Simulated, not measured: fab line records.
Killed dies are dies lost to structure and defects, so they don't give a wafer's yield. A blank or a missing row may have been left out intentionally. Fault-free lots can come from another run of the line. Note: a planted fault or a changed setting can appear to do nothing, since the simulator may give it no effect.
Lot-split experiment ; flow n5 finfet ; 7 lots, 21 wafers read, on a route of 1938 steps

ABOUT THE SPLIT
At N5_BEOL_M9_HM_DEP_02 (deposits TiN, target thk 20 nm), the setting target thk a was moved away from the recipe's 200 angstrom on 4 of the 21 wafers read, by -7.7% to +9.1%. All remaining wafers had this setting at the recipe value.

FROM THE SPLIT TO THE READING: what the file shows between them, 7 steps
- N5_BEOL_M9_DESCUM_16: chemistry O2, time 7.9 s (also split here: time s)
- N5_BEOL_M9_ETCH_61: etches SiARC in CF4, target depth 39 nm, time 65 s
- N5_BEOL_M9_ETCH_62: etches SOC in N2/H2, target depth 110 nm, overetch 22 nm, time 165 s
- N5_BEOL_M9_STRIP_68: strips in N2/H2
- N5_BEOL_M9_STRIP_67: strips in CF4
- N5_BEOL_M9_HM_OPEN_17: chemistry Cl2/BCl3, target TiN, target depth 20 nm, overetch 6 nm
- N5_BEOL_M9_ETCH_66: etches SOC in N2/H2, target depth 80 nm, overetch 16 nm, time 120 s (also split here: time s)

THE READING
TiN_of_BEOL_M9_HM_DEP_02.thk nm (the simulator's own value, which no gauge read), in nm, at N5_BEOL_M9_TRENCH_ETCH_37 (etches SiCOH lowk in C4F6/O2, target depth 151.43 nm, time 49 s). No usual value for it is given in the file. Across the 17 wafers here that went through the recipe, the average is 15.7 nm and the standard deviation 0.31 nm.

wafer;tool, chamber at the split;target thk a as run, angstrom;against the recipe;TiN_of_BEOL_M9_HM_DEP_02.thk nm, nm;against lot-mates on the recipe
L079.1;pvd sputter-03, -;200;recipe;15.8;-
L079.4;pvd sputter-03, -;200;recipe;16;-
L079.6;pvd sputter-03, -;200;recipe;16.2;-
L080.1;pvd sputter-03, -;200;recipe;15.4;-
L080.5;pvd sputter-03, -;200;recipe;15.6;-
L080.6;pvd sputter-03, -;200;recipe;15.4;-
L082.1;pvd sputter-02, -;200;recipe;15.6;-
L082.2;pvd sputter-02, -;215.8;+7.9%;17;+1.5
L082.6;pvd sputter-02, -;200;recipe;15.4;-
L084.2;pvd sputter-02, -;200;recipe;15.6;-
L084.3;pvd sputter-02, -;184.7;-7.7%;14.6;-1.1
L084.4;pvd sputter-02, -;200;recipe;15.8;-
L089.3;pvd sputter-02, -;200;recipe;16.4;-
L089.4;pvd sputter-02, -;218.2;+9.1%;18.2;+1.9
L089.5;pvd sputter-02, -;200;recipe;16.2;-
L087.1;pvd sputter-02, -;200;recipe;16;-
L087.4;pvd sputter-02, -;186.1;-7.0%;14.2;-1.6
L087.6;pvd sputter-02, -;200;recipe;15.6;-
L095.1;pvd sputter-03, -;200;recipe;15.4;-
L095.3;pvd sputter-03, -;200;recipe;15.4;-
L095.6;pvd sputter-03, -;200;recipe;15.8;-

FIT RESULTS
A straight line over all 21 wafers: TiN_of_BEOL_M9_HM_DEP_02.thk nm changes by +0.205 nm for each +1% of target thk a; r = +0.91; the points scatter about the line by 0.35 nm.
The same after taking each lot's own level away (the mean of its wafers on the recipe; 21 wafers): +0.193 nm for each +1%; r = +0.97; scatter 0.17 nm.
On that fit, the largest move of target thk a shifts the reading by 1.8 nm.
Measured against the standard deviation above, the lots' own levels, which go from 15.47 to 16.30 nm, span 2.7 times it.
Hence the lot-to-lot level has little effect on the slope; both slopes agree.
Check: +1.69 nm against its lot-mates is what the line predicts for one of the wafers moved furthest among these (+9.1%) when that wafer is left out of the fit. Against them it came out at +1.9 nm.

OTHER SPLITS APPLIED TO THESE WAFERS
Before the reading, these wafers also passed through other splits. Each is held against what the fit with the lots' levels taken away leaves over:
other split on the same wafers;wafers away from the commonest value;r with TiN_of_BEOL_M9_HM_DEP_02.thk nm (lot level and that fit taken away)
N5_BEOL_M5_TRENCH_ETCH_37 source w;7;+0.02
N5_BEOL_M6_COAT_05 spin rpm;7;-0.26
N5_BEOL_M7_ETCH_61 source w;5;-0.12
N5_BEOL_M7_COAT_71 spin rpm;6;+0.17
N5_BEOL_M8_ETCH_62 bias w;8;+0.02
N5_BEOL_M9_DESCUM_16 time s;7;+0.26
N5_BEOL_M9_ETCH_66 time s;5;+0.12

THE WHOLE CHAIN: every reading that the file lists as answering this split, in the file's order
step;what it does;reading;change (the file's fit);r (the file's)
N5_BEOL_M9_HM_DEP_02;deposits TiN, target thk 20 nm;TiN_of_BEOL_M9_HM_DEP_02.thk nm (the simulator's own value, which no gauge read);+0.2 nm for each +1% of the setting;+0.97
N5_BEOL_M9_HM_OPEN_17;chemistry Cl2/BCl3, target TiN, target depth 20 nm, overetch 6 nm;etch.depth nm (the simulator's own value, which no gauge read);+0.205 nm for each +1% of the setting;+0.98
N5_BEOL_M9_TRENCH_ETCH_37;etches SiCOH lowk in C4F6/O2, target depth 151.43 nm, time 49 s;TiN_of_BEOL_M9_HM_DEP_02.thk nm (the simulator's own value, which no gauge read);+0.193 nm for each +1% of the setting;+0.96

THE FILE'S OWN FIT
TiN_of_BEOL_M9_HM_DEP_02.thk nm changes by +0.193 nm for each +1% of target thk a, r = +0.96.
